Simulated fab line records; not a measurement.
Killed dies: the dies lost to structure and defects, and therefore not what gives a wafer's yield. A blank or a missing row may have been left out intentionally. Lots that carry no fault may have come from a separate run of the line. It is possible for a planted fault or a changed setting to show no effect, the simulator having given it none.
fab line records ; flow nandHarc
record: lots: 12; wafers: 36; lastDay: 24
route steps=1159 shown P_BONDPAD@377 A_BONDPAD@1061 THIN_TSV@1129 END@1159
lots with no fault: from the same line, run without faults
startH: the number of hours between the record's first day and the start of the first shown wafer of the lot ; waitH: how many hours have passed since the lot's step before this one ; " same as the row above ; L1.1+2: several wafers, shown together as one row ; - value missing, or start not given ; * or withheld: withheld ; < > ~ a bound
route shown NAME@n: a module of which the file shows steps, and the number in the route of the first ; usual: the fault-free wafers' mean and standard deviation ; same: alike in all rows ; chamber/n: place in a boat ; sites: per-site readings ; _std_site: the values' standard deviation ; _edge_site: outer sites' mean less inner sites' ; radiusMm: for every site, how far away it sits from the centre of the wafer ; mask NAME#n: copy n ; behind: the tool/chamber that last shaped the wafer ; hold: cause of the lot's hold/its duration in hours/its outcome ; device: which transistor (n, p or np) failed to switch ; end of line: the same wafers' tests at the end of the route ; step lacking rows: just its recipe ; killed: not the wafer's yield, but the dies lost to structure and defects at the first sort ; map: shows each die of a wafer: x if killed, . if not, _ if none is there
set.NAME: the setting as run; set.NAME@STEP: as run at that earlier step ; model.NAME: the simulator's own value behind a step, which no gauge read
the route's steps for a sample of lots (tables are steps, rows are wafers)
services: a tool's chamber out of use, with start hour (startH, from the record's first day; less than 0 if before it), hours out, and reason
== steps ==
step: NHARC_P_BONDPAD_PVD_27
recipe: targetThkA: 300; chamberPressurePa: 5; powerW: 5000; substrateTempC: 30; timeS: 20.49; material: Cu
usual: cathodeDcPowerW: 4999.9/0.9; substrateTempC: 30.01/0.12; throttleValvePct: 30.1/0.9
lot.wafer;tool;chamber;startH;waitH;cathodeDcPowerW;substrateTempC;throttleValvePct
L349.2;pvdSputter-02;-;139.78;-;5000.0;30.09;29.9
L349.3;pvdSputter-02;-;139.78;-;5000.3;29.93;29.1
L349.1;pvdSputter-02;-;139.78;-;4998.9;29.98;29.9
L352.4;pvdSputter-02;-;153.86;-;5000.2;29.92;29.7
L352.1;pvdSputter-02;-;153.86;-;4999.2;29.94;29.7
L352.6;pvdSputter-02;-;153.86;-;4999.2;30.09;30.0
L350.3;pvdSputter-02;-;154.47;-;4999.6;29.96;29.0
L350.2;pvdSputter-02;-;154.47;-;4999.5;30.02;29.8
L350.6;pvdSputter-02;-;154.47;-;4999.4;30.02;29.8
L354.1;pvdSputter-02;-;162.84;-;5001.2;29.62;28.9
L354.4;pvdSputter-02;-;162.84;-;5000.6;29.78;30.1
L354.5;pvdSputter-02;-;162.84;-;4998.5;29.91;29.9
L353.3;pvdSputter-02;-;164.04;-;5000.2;30.01;29.9
L353.4;pvdSputter-02;-;164.04;-;5000.3;30.16;30.1
L353.6;pvdSputter-02;-;164.04;-;5001.4;29.96;30.4
L355.2;pvdSputter-02;-;176.58;-;4999.9;30.02;29.9
L355.1;pvdSputter-02;-;176.58;-;4999.0;29.89;29.8
L355.4;pvdSputter-02;-;176.58;-;5000.9;29.85;30.5
L358.3;pvdSputter-03;-;193.98;-;4999.4;29.90;30.0
L358.4;pvdSputter-03;-;193.98;-;4999.7;30.20;30.5
L358.5;pvdSputter-03;-;193.98;-;4999.6;29.83;29.0
L364.4;pvdSputter-03;-;234.31;-;4999.3;30.01;30.4
L364.6;pvdSputter-03;-;234.31;-;5001.0;30.11;28.8
L364.5;pvdSputter-03;-;234.31;-;4999.3;30.01;30.5
L366.4;pvdSputter-03;-;240.31;-;4999.8;30.12;30.5
L366.5;pvdSputter-03;-;240.31;-;5000.4;29.92;30.4
L366.6;pvdSputter-03;-;240.31;-;5001.4;30.18;30.6
L368.1;pvdSputter-02;-;250.65;-;4998.4;29.76;30.3
L368.2;pvdSputter-02;-;250.65;-;5001.7;29.91;30.2
L368.3;pvdSputter-02;-;250.65;-;4997.8;30.11;29.1
L369.3;pvdSputter-01;-;264.84;-;5000.8;29.87;29.3
L369.4;pvdSputter-01;-;264.84;-;5000.5;29.95;29.6
L369.6;pvdSputter-01;-;264.84;-;5000.4;29.97;29.4
L371.1;pvdSputter-03;-;265.08;-;4998.9;30.27;30.2
L371.4;pvdSputter-03;-;265.08;-;5000.3;30.02;29.0
L371.5;pvdSputter-03;-;265.08;-;4999.6;30.24;30.3
step: NHARC_A_BONDPAD_THK_MEAS_30
recipe: thkMeasGauge: ellipsometry
usual: thkNm: 200.1/1.6
lot.wafer;tool;chamber;startH;waitH;thkNm
L349.1;filmMetro-01;-;410.33;0.2;202.8
L349.2;filmMetro-01;-;410.33;0.2;198.8
L349.3;filmMetro-01;-;410.33;0.2;201.5
L350.2;filmMetro-01;-;416.23;0.2;202.4
L350.3;filmMetro-01;-;416.23;0.2;202.5
L350.6;filmMetro-01;-;416.23;0.2;201.8
L352.1;filmMetro-01;-;419.97;0.2;198.8
L352.4;filmMetro-01;-;419.97;0.2;197.3
L352.6;filmMetro-01;-;419.97;0.2;199.8
L353.4;filmMetro-02;-;448.79;0.2;200.8
L354.1;filmMetro-02;-;449.01;0.1;201.0
L354.4;filmMetro-02;-;449.01;0.1;199.7
L354.5;filmMetro-02;-;449.01;0.1;197.0
L355.2;filmMetro-02;-;456.79;0.2;202.1
L355.4;filmMetro-02;-;456.79;0.2;200.2
L358.3;filmMetro-01;-;460.35;0.2;197.3
L358.4;filmMetro-01;-;460.35;0.2;198.2
L358.5;filmMetro-01;-;460.35;0.2;199.7
L364.4;filmMetro-02;-;512.33;0.2;201.5
L364.5;filmMetro-02;-;512.33;0.2;197.8
L364.6;filmMetro-02;-;512.33;0.2;198.5
L366.4;filmMetro-01;-;512.43;0.2;199.1
L366.5;filmMetro-01;-;512.43;0.2;200.8
L366.6;filmMetro-01;-;512.43;0.2;199.5
L368.1;filmMetro-02;-;513.75;0.2;202.1
L368.2;filmMetro-02;-;513.75;0.2;202.9
L368.3;filmMetro-02;-;513.75;0.2;200.6
L369.3;filmMetro-02;-;541.21;0.2;198.8
L369.4;filmMetro-02;-;541.21;0.2;202.3
L369.6;filmMetro-02;-;541.21;0.2;199.9
L371.1;filmMetro-02;-;553.01;0.2;198.8
L371.4;filmMetro-02;-;553.01;0.2;201.5
L371.5;filmMetro-02;-;553.01;0.2;198.4
step: NHARC_A_BONDPAD_DESCUM_11
recipe: timeS: 3; o2FlowSccm: 200; arFlowSccm: 0; biasPowerW: 0; chemistry: O2
usual: drypumpMotorCurrentA: 5.8/0.4; oesProductAu: 1.002/0.013; rfVppV: 57.7/0.83; showerheadPlenumPTorr: 1.89/0.095; throttleValvePct: 11.311/0.0088
same: timeS: 3
lot.wafer;tool;chamber;startH;waitH;drypumpMotorCurrentA;oesProductAu;rfHoursCounterH;rfVppV;showerheadPlenumPTorr;throttleValvePct
L349.3;rieDiel-01;1;411.11;-;6.1;0.999;3;58.1;1.96;11.303
L349.1;rieDiel-01;2;411.11;-;5.9;1.000;3;57.5;2.03;11.316
L349.2;rieDiel-01;3;411.11;-;5.8;1.002;3;56.7;1.79;11.312
L350.2;rieDiel-01;3;417.03;-;5.7;0.993;4;58.1;1.79;11.304
L350.3;rieDiel-01;1;417.03;-;6.1;1.016;4;57.5;1.96;11.313
L350.6;rieDiel-01;3;417.03;-;5.8;1.005;-;57.1;1.79;11.307
L352.4;rieDiel-10;0;420.78;-;5.3;1.014;12;58.2;1.96;11.313
L352.1;rieDiel-10;2;420.78;-;5.3;1.015;11;58.6;1.77;11.317
L352.6;rieDiel-10;3;420.78;-;5.5;0.992;-;56.8;1.80;11.309
L353.4;rieDiel-01;0;449.58;-;5.3;1.015;5;56.3;1.85;11.333
L354.4;rieDiel-12;3;449.82;-;5.3;0.994;24;57.3;1.93;11.301
L354.1;rieDiel-12;1;449.82;-;5.9;1.014;24;57.3;1.82;11.321
L354.5;rieDiel-12;2;449.82;-;6.1;0.986;-;57.9;1.99;11.313
L355.4;rieDiel-01;1;457.57;-;6.1;0.999;5;58.6;1.96;11.311
L355.2;rieDiel-01;0;457.57;-;5.3;1.020;5;58.4;1.85;11.321
L358.3;rieDiel-01;1;461.24;-;6.1;0.989;5;58.1;1.96;11.304
L358.4;rieDiel-01;2;461.24;-;5.9;0.985;5;59.0;2.03;11.311
L358.5;rieDiel-01;3;461.24;-;5.8;1.007;-;56.1;1.78;11.313
L364.4;rieDiel-01;3;513.12;-;5.7;0.998;0;57.0;1.78;11.320
L364.6;rieDiel-01;2;513.12;-;5.9;0.979;-;56.6;2.03;11.309
L364.5;rieDiel-01;3;513.12;-;5.7;1.002;-;57.2;1.78;11.304
L366.4;rieDiel-01;1;513.30;-;6.1;0.991;0;57.1;1.96;11.304
L366.6;rieDiel-01;3;513.30;-;5.7;0.998;-;56.6;1.78;11.301
L366.5;rieDiel-01;0;513.30;-;5.3;1.001;-;57.7;1.85;11.310
L368.3;rieDiel-01;2;514.41;-;5.9;0.971;1;58.4;2.03;11.303
L368.1;rieDiel-01;0;514.41;-;5.3;1.019;0;58.8;1.85;11.309
L368.2;rieDiel-01;1;514.41;-;6.1;0.986;1;57.8;1.96;11.300
L369.3;rieDiel-10;1;541.86;-;6.7;1.036;1;58.4;1.86;11.313
L369.4;rieDiel-10;3;541.86;-;5.5;0.973;0;58.3;1.80;11.319
L369.6;rieDiel-10;2;541.86;-;5.3;1.007;-;56.7;1.77;11.323
L371.4;rieDiel-01;2;553.79;-;5.8;0.992;2;56.9;2.03;11.308
L371.1;rieDiel-01;3;553.79;-;5.7;1.007;2;56.5;1.78;11.317
L371.5;rieDiel-01;1;553.79;-;6.1;0.982;-;58.0;1.96;11.300
step: NHARC_THIN_TSV_PVD_19
recipe: targetThkA: 200; chamberPressurePa: 5; material: TaN
usual: throttleValvePct: 30.0/0.57
lot.wafer;tool;chamber;startH;waitH;throttleValvePct
L349.1;pvdSputter-01;-;-;-;29.7
L349.3;pvdSputter-01;-;-;-;30.1
L349.2;pvdSputter-01;-;-;-;29.6
L350.2;pvdSputter-01;-;-;-;30.0
L350.3;pvdSputter-01;-;-;-;30.0
L350.6;pvdSputter-01;-;-;-;29.5
L352.1;pvdSputter-01;-;-;-;30.1
L352.4;pvdSputter-01;-;-;-;29.4
L352.6;pvdSputter-01;-;-;-;29.6
L353.4;pvdSputter-02;-;-;-;30.9
L354.1;pvdSputter-02;-;-;-;29.0
L354.4;pvdSputter-02;-;-;-;29.4
L354.5;pvdSputter-02;-;-;-;29.4
L355.4;pvdSputter-01;-;-;-;30.1
L355.2;pvdSputter-01;-;-;-;29.6
L358.3;pvdSputter-03;-;-;-;30.2
L358.4;pvdSputter-03;-;-;-;31.1
L358.5;pvdSputter-03;-;-;-;29.6
L364.4;pvdSputter-02;-;-;-;28.9
L364.6;pvdSputter-02;-;-;-;29.3
L364.5;pvdSputter-02;-;-;-;29.1
L366.4;pvdSputter-01;-;-;-;30.9
L366.6;pvdSputter-01;-;-;-;30.1
L366.5;pvdSputter-01;-;-;-;29.6
L368.3;pvdSputter-03;-;-;-;29.9
L368.1;pvdSputter-03;-;-;-;29.5
L368.2;pvdSputter-03;-;-;-;29.9
L369.4;pvdSputter-03;-;-;-;30.1
L369.3;pvdSputter-03;-;-;-;29.8
L369.6;pvdSputter-03;-;-;-;29.8
L371.4;pvdSputter-01;-;-;-;31.4
L371.1;pvdSputter-01;-;-;-;29.7
L371.5;pvdSputter-01;-;-;-;29.6
step: NHARC_END_SORT_01
recipe: tempC: 25
usual: defectLimitedYield: 95.3/1.6; killedAtArray: 28/11; killedAtOther: 0.5/0.87; killedAtPeriphery: 2.9/2.2; killedDies: 32/11; killedOpen: 3.2/1.9; killedShort: 1.8/1.4; sort_bin_2_pct: 1.5/0.62; sort_bin_3_pct: 0.22/0.18; sort_bin_4_pct: 3.0/1.1; sortNPass: 645/11; sortRimYieldPct: 96.1/2.4; sortYieldPct: 95.3/1.6
same: grossDies: 677; sort_bin_5_pct[%]: 0; sort_bin_6_pct[%]: 0; sort_bin_7_pct[%]: 0; sort_bin_8_pct[%]: 0; sortRimNGross: 106.00
lot.wafer;tool;chamber;startH;waitH;defectLimitedYield[%];killedAtArray;killedAtOther;killedAtPeriphery;killedDies;killedOpen;killedShort;sort_bin_2_pct[%];sort_bin_3_pct[%];sort_bin_4_pct[%];sortNPass;sortRimYieldPct[%];sortYieldPct[%]
L353.3;prober-01;0;485.09;3.1;0.6;20;0;653;673;3;3;96.6;0.30;2.5;4;0;0.6
L353.4;prober-01;0;485.90;3.4;96.9;21;0;0;21;3;2;0.6;0;2.5;656;100.0;96.9
L353.6;prober-01;0;487.52;4.1;0;27;0;650;677;7;4;96.9;0.44;2.7;0;0;0
L355.1;prober-01;0;492.94;2.4;0;36;1;640;677;2;0;96.3;0.15;3.5;0;0;0
L355.2;prober-01;0;493.74;2.7;95.9;28;0;0;28;2;2;1.0;0.15;3.0;649;94.3;95.9
L355.4;prober-01;0;495.33;3.4;94.8;33;0;2;35;2;1;2.1;0.30;2.8;642;99.1;94.8
L368.1;prober-02;0;550.92;2.5;95.4;29;0;2;31;1;1;1.0;0;3.5;646;98.1;95.4
L368.2;prober-02;0;551.72;2.8;96.3;18;0;7;25;0;2;0.7;0.15;2.8;652;96.2;96.3
L368.3;prober-02;0;552.52;3.1;95.3;19;0;13;32;4;1;1.5;0.15;3.1;645;96.2;95.3
killed by level:class
L353.3 P_BONDPAD:areaPvd=650 A_SLIT:chamberFilmFlake=8 A_CHANNEL_HOLE_D1:chamberFilmFlake=2 A_STAIRCASE:chamberFilmFlake=2 A_BLC:chamberFilmFlake=2 P_CONTACT:geometricParticle:open=1 P_CONTACT:geometricParticle:short=1 A_ONON_D1:geometricParticle:short=1
L353.4 A_SLIT:chamberFilmFlake=9 A_CHANNEL_HOLE_D1:chamberFilmFlake=2 A_STAIRCASE:chamberFilmFlake=2 A_STAIRCASE:geometricParticle:open=1 A_SGD_CUT:geometricParticle:open=1 A_SGD_CUT:geometricParticle:short=1 A_WL_FILL:geometricParticle:short=1 A_BLC:geometricParticle:open=1
L353.6 P_BONDPAD:areaPvd=645 A_SLIT:chamberFilmFlake=16 P_CONTACT:geometricParticle:open=3 A_CHANNEL_HOLE_D1:chamberFilmFlake=2 A_BLC:chamberFilmFlake=2 P_M0:geometricParticle:open=1 P_M2:geometricParticle:open=1 A_ONON_D1:geometricParticle:short=1
L355.1 P_BONDPAD:areaPvd=637 A_SLIT:chamberFilmFlake=16 A_CHANNEL_HOLE_D1:chamberFilmFlake=15 A_CONTACT:chamberFilmFlake=3 P_STI:geometricParticle:open=1 STARTING-WAFER:geometricParticle:open=1 P_ZERO_WELL:chamberFilmFlake=1 P_GATE:chamberFilmFlake=1
L355.2 A_CHANNEL_HOLE_D1:chamberFilmFlake=11 A_SLIT:chamberFilmFlake=8 A_CONTACT:chamberFilmFlake=3 A_ONON_D1:geometricParticle:short=1 A_CHANNEL_HOLE_D1:geometricParticle:open=1 A_CHANNEL_FILL_D1:geometricParticle:short=1 A_M1:geometricParticle:open=1 A_ZERO_WELL:chamberFilmFlake=1
L355.4 A_SLIT:chamberFilmFlake=15 A_CHANNEL_HOLE_D1:chamberFilmFlake=13 P_ZERO_WELL:chamberFilmFlake=2 A_WL_FILL:geometricParticle:short=1 A_CONTACT:geometricParticle:open=1 A_BLC:geometricParticle:open=1 A_STAIRCASE:chamberFilmFlake=1 A_CONTACT:chamberFilmFlake=1
L368.1 A_CHANNEL_HOLE_D1:chamberFilmFlake=8 A_CONTACT:chamberFilmFlake=8 A_WL_FILL:chamberFilmFlake=4 A_CHANNEL_FILL_D1:chamberFilmFlake=2 A_STAIRCASE:chamberFilmFlake=2 A_SGD_CUT:chamberFilmFlake=2 A_CHANNEL_FILL_D1:geometricParticle:open=1 A_WL_FILL:geometricParticle:short=1
L368.2 A_CHANNEL_HOLE_D1:chamberFilmFlake=6 A_CONTACT:chamberFilmFlake=5 P_GATE:chamberFilmFlake=3 A_STAIRCASE:chamberFilmFlake=3 P_STI:chamberFilmFlake=2 P_GATE:geometricParticle:short=1 A_WL_FILL:geometricParticle:short=1 P_ZERO_WELL:chamberFilmFlake=1
L368.3 A_CHANNEL_HOLE_D1:chamberFilmFlake=7 P_ZERO_WELL:chamberFilmFlake=5 P_STI:chamberFilmFlake=3 A_STAIRCASE:chamberFilmFlake=3 A_WL_FILL:chamberFilmFlake=3 A_CONTACT:chamberFilmFlake=3 P_M0:geometricParticle:open=2 P_GATE:chamberFilmFlake=2
== services ==
tool;chamber;startH;hours;kind
rieDiel-01;-;137.80;9.0;pm
pvdSputter-03;-;153.96;10.0;pm
pvdSputter-03;-;179.79;0.5;repair
rieDiel-01;-;188.09;1.9;repair
pvdSputter-02;-;214.00;10.0;pm
pvdSputter-03;-;216.07;5.1;repair
pvdSputter-02;-;266.00;3.6;repair
rieDiel-01;1;271.79;3.1;repair
rieDiel-01;-;314.80;9.0;pm
pvdSputter-03;-;331.99;10.0;pm
pvdSputter-03;-;385.16;5.4;repair
pvdSputter-02;-;392.04;10.0;pm
pvdSputter-02;-;404.82;3.2;repair
pvdSputter-02;-;409.01;45.5;repair
rieDiel-01;2;430.72;7.6;repair
pvdSputter-03;-;432.20;14.7;repair
rieDiel-01;3;440.39;1.3;repair
rieDiel-01;-;479.49;0.5;repair
rieDiel-01;-;491.88;9.0;pm
pvdSputter-03;-;500.41;9.1;repair
pvdSputter-02;-;519.49;6.7;repair
rieDiel-01;0;545.67;5.0;repair
pvdSputter-02;-;549.70;3.5;repair
pvdSputter-02;-;570.06;10.0;pm
== key ==
firstSign: step: NHARC_END_SORT_01; reading: killedAtPeriphery; direction: up; sigmas: 99+; usual: 2.9; struck: 647.7
effect: step: NHARC_END_SORT_01; reading: sort_bin_2_pct; direction: up; sigmas: 99+; usual: 1.5; struck: 96.6
moreKillsBornAt: NHARC_P_BONDPAD_PVD_27@pvdSputter-02: 1932
metAt NHARC_P_BONDPAD_PVD_27
struckLots L353,L355
struckWafers L353.3,L353.6,L355.1
laterRowsLeftOut L353.3,L353.6,L355.1
notActingAt NHARC_A_BONDPAD_THK_MEAS_30,NHARC_A_BONDPAD_DESCUM_11,NHARC_THIN_TSV_PVD_19
onsetBetween 162.84 164.04
fault: kind: processParameterDrift; tool: pvdSputter-02; chamber: -; onsetH: 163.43; steps: NHARC_P_BONDPAD_PVD_27; channel: targetThkA; offset: *; shape: step; endH: 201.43; scope: struckWafersOnly; actsIn: *; stated: *
laterRowsLeftOut: the simulator's readings of these wafers behind a module that went badly wrong aren't trusted and aren't shown, but for the sort
